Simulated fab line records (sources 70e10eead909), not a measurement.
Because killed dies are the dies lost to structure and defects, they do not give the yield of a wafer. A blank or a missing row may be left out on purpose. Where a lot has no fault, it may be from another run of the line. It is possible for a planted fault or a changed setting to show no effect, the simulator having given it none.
Which tool is to blame? -- flow nand_harc -- 13 lots with 39 wafers sampled at 6 steps, on a route of 1159 steps

== WHAT THE GAUGES SHOWED, per wafer ==
NHARC_A_ONON_D1_THK_MEAS_05: measures by ellipsometry. Usual: thk_nm 1002 nm, standard deviation 8.1.
lot,measured,on,thk_nm (nm),flag
L341,day 7 22:59,film_metro-01,1011 1012 1014,
L343,day 8 05:14,film_metro-01,999 999 997,
L344,day 8 05:17,film_metro-01,1009 1011 1011,
L345,day 9 05:06,film_metro-02,1001 1001 1000,
L348,day 9 11:42,film_metro-02,1003 1004 1002,
L347,day 9 11:44,film_metro-02,1004 1004 1005,
L350,day 10 00:32,film_metro-01,995 997 998,
L358,day 12 00:53,film_metro-02,1430 1430 1428 1431 1432 1429,OFF
L359,day 12 04:21,film_metro-01,1429 1432 1430 1431 1429 1429,OFF
L360,day 12 04:20,film_metro-02,991 992 991,
L361,day 12 15:59,film_metro-01,995 994 994,
L362,day 12 15:39,film_metro-01,1012 1012 1013,
L363,day 13 09:31,film_metro-01,999 997 998,

NHARC_END_SORT_01. Usual: defect_limited_yield 95.4 %, standard deviation 1.3; killed_at_array 27, standard deviation 8; killed_at_other 0.8, standard deviation 1.2; killed_at_periphery 3.3, standard deviation 2.3; killed_dies 31, standard deviation 8.8; killed_open 3.2, standard deviation 2.1; killed_short 2.1, standard deviation 1.4; sort_bin_2_pct 1.4 %, standard deviation 0.55; sort_bin_3_pct 0.25 %, standard deviation 0.2; sort_bin_4_pct 2.9 %, standard deviation 0.92; sort_n_pass 646, standard deviation 8.8; sort_rim_yield_pct 95.5 %, standard deviation 2.7; sort_yield_pct 95.4 %, standard deviation 1.3.
lot,measured,on,defect_limited_yield (%),killed_at_array,killed_at_other,killed_at_periphery,killed_dies,killed_open,killed_short,sort_bin_2_pct (%),sort_bin_3_pct (%),sort_bin_4_pct (%),sort_n_pass,sort_rim_yield_pct (%),sort_yield_pct (%),flag
L347,day 21 11:08,prober-01,96.8 97.5 94.7,20 14 32,0 0 0,2 3 4,22 17 36,0 1 3,4 3 4,2.1 1.2 1.5,0.15 0 0.30,1.0 1.3 3.5,655 660 641,97.2 100.0 96.2,96.8 97.5 94.7,

== WHAT TOOL EACH LOT RAN ON (gives the tool, then ch and the chambers of the sampled wafers, and finally the start) ==
lot,NHARC_P_BONDPAD_DEGAS_25,NHARC_P_BONDPAD_PRE_CLEAN_26,NHARC_P_BONDPAD_ACTIVATE_29,NHARC_A_ONON_D1_DEP_03
L341,"pvd_sputter-03, day 6 20:28","pvd_sputter-03, day 6 22:10 or earlier","rie_diel-05 ch 0,3, day 6 22:10","pecvd_onon-02 ch 0, day 7 22:28"
L343,"pvd_sputter-01, day 7 03:16","pvd_sputter-01, day 7 04:59 or earlier","rie_diel-05 ch 0,2,3, day 7 04:59","pecvd_onon-01 ch 0, day 8 04:47"
L344,"pvd_sputter-03, day 7 04:05","pvd_sputter-03, day 7 05:46 or earlier","rie_diel-05 ch 0,1, day 7 05:46","pecvd_onon-02 ch 0, day 8 04:46"
L345,"pvd_sputter-01, day 8 00:27","pvd_sputter-01, day 8 02:09 or earlier","rie_diel-09 ch 0,1,3, day 8 02:09","pecvd_onon-04 ch 0, day 9 04:35"
L348,"pvd_sputter-02, day 8 07:58","pvd_sputter-02, day 8 09:45 or earlier","rie_diel-05 ch 1,2,3, day 8 09:45","pecvd_onon-04 ch 0, day 9 11:12"
L347,"pvd_sputter-03, day 8 10:14","pvd_sputter-03, day 8 11:58 or earlier","rie_diel-05 ch 0,1,3, day 8 11:58","pecvd_onon-02 ch 0, day 9 11:13"
L350,"pvd_sputter-03, day 8 20:44","pvd_sputter-03, day 8 22:28 or earlier","rie_diel-05 ch 0,1,2, day 8 22:28","pecvd_onon-02 ch 0, day 10 00:05"
L358,"pvd_sputter-01, day 10 23:02","pvd_sputter-01, day 11 00:43 or earlier","rie_diel-05 ch 0,2,3, day 11 00:43","pecvd_onon-02 ch 0, day 12 00:23"
L359,"pvd_sputter-03, day 11 01:55","pvd_sputter-03, day 11 03:37 or earlier","rie_diel-05 ch 0,2,3, day 11 03:37","pecvd_onon-02 ch 0, day 12 03:50"
L360,"pvd_sputter-02, day 11 02:46","pvd_sputter-02, day 11 04:27 or earlier","rie_diel-09 ch 1,2,3, day 11 04:27","pecvd_onon-01 ch 0, day 12 03:50"
L361,"pvd_sputter-03, day 11 13:14","pvd_sputter-03, day 11 14:56 or earlier","rie_diel-05 ch 1,2,3, day 11 14:56","pecvd_onon-01 ch 0, day 12 15:29"
L362,"pvd_sputter-01, day 11 14:28","pvd_sputter-01, day 11 16:11 or earlier","rie_diel-05 ch 1,2,3, day 11 16:11","pecvd_onon-04 ch 0, day 12 15:12"
L363,"pvd_sputter-03, day 12 06:25","pvd_sputter-03, day 12 08:10 or earlier","rie_diel-05 ch 0,1, day 12 08:10","pecvd_onon-01 ch 0, day 13 08:59"
- NHARC_P_BONDPAD_DEGAS_25: time 60 s.
- NHARC_P_BONDPAD_PRE_CLEAN_26: time 30 s.
- NHARC_P_BONDPAD_ACTIVATE_29: chemistry N2, time 60 s.
- NHARC_A_ONON_D1_DEP_03: target thk 1000 nm.

== WHAT THE TOOLS THEMSELVES READ (means of the sampled wafers that have a number; where no wafer has one, the mark that the record gives instead) ==
NHARC_P_BONDPAD_DEGAS_25. Usual: heater_power_w 485 W, standard deviation 60.
lot,tool,heater_power_w (W),flag
L341,pvd_sputter-03,470,
L343,pvd_sputter-01,472,
L344,pvd_sputter-03,480,
L345,pvd_sputter-01,421,
L348,pvd_sputter-02,499,
L347,pvd_sputter-03,510,
L350,pvd_sputter-03,562,
L358,pvd_sputter-01,433,
L359,pvd_sputter-03,505,
L360,pvd_sputter-02,542,
L361,pvd_sputter-03,491,
L362,pvd_sputter-01,423,
L363,pvd_sputter-03,479,

NHARC_P_BONDPAD_PRE_CLEAN_26. Usual: heater_power_w 431 W, standard deviation 53.
lot,tool,heater_power_w (W),flag
L341,pvd_sputter-03,389,
L343,pvd_sputter-01,380,
L344,pvd_sputter-03,458,
L345,pvd_sputter-01,377,
L348,pvd_sputter-02,464,
L347,pvd_sputter-03,463,
L350,pvd_sputter-03,472,
L358,pvd_sputter-01,373,
L359,pvd_sputter-03,444,
L360,pvd_sputter-02,471,
L361,pvd_sputter-03,447,
L362,pvd_sputter-01,371,
L363,pvd_sputter-03,450,

NHARC_P_BONDPAD_ACTIVATE_29. Usual: drypump_motor_current_A 5.9 A, standard deviation 0.6; oes_product_au 1.002 a.u., standard deviation 0.0082; rf_vpp_V 64.4 V, standard deviation 0.84; showerhead_plenum_p_Torr 1.81 Torr, standard deviation 0.059.
lot,tool,drypump_motor_current_A (A),oes_product_au (a.u.),rf_vpp_V (V),showerhead_plenum_p_Torr (Torr),flag
L341,rie_diel-05,5.8,0.999,64.2,1.83,
L343,rie_diel-05,5.6,1.004,64.8,1.81,
L344,rie_diel-05,6.5,0.997,64.6,1.87,
L345,rie_diel-09,6.1,1.008,63.9,1.73,
L348,rie_diel-05,5.7,1.000,65.1,1.83,
L347,rie_diel-05,6.1,0.994,64.8,1.85,
L350,rie_diel-05,5.9,1.004,63.9,1.84,
L358,rie_diel-05,5.6,0.998,64.7,1.81,
L359,rie_diel-05,5.6,1.000,65.1,1.81,
L360,rie_diel-09,6.4,1.001,64.8,1.68,
L361,rie_diel-05,5.8,0.997,63.6,1.83,
L362,rie_diel-05,5.7,1.002,64.5,1.83,
L363,rie_diel-05,6.5,1.000,64.2,1.87,

== THE ANSWER, worked out from the rows above alone ==
Rule: take the mean of a lot's wafers that have a number; if it is more than 3 standard deviations from the usual mean, the lot is off. Also off: a lot with no number at a reading for which 4 or more lots have one. Any other lot the step has rows for is counted as sound. First the gauges in route order, then the tools' own readings, where a lot's mean is used as printed above. At the first step where some lot is off, the reading lying furthest off is the one used; lots without a number count as furthest.
Off, at NHARC_A_ONON_D1_THK_MEAS_05 on thk_nm: L358, L359.
A tool fits if, at a process step before that reading, it ran every lot that is off, and no sound lot after the first of them. The gauges at NHARC_A_ONON_D1_THK_MEAS_05 are tried like those tools. With no start given for some of its lots, NHARC_P_BONDPAD_PRE_CLEAN_26 uses the hours and lot order of NHARC_P_BONDPAD_ACTIVATE_29. One fits: NHARC_A_ONON_D1_DEP_03 on pecvd_onon-02. A fault onset in the window from L350 (day 10 00:05, its last sound lot) to L358 (day 12 00:23, its first lot off) fits.

== WHAT THE SIMULATOR HAD INSERTED ==
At NHARC_A_ONON_D1_DEP_03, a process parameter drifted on pecvd_onon-02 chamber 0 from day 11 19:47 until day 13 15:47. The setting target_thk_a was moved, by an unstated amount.
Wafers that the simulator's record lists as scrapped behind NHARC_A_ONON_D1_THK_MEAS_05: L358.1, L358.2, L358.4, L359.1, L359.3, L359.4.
Shown lots that were struck: L358, L359. The rule above found the same.
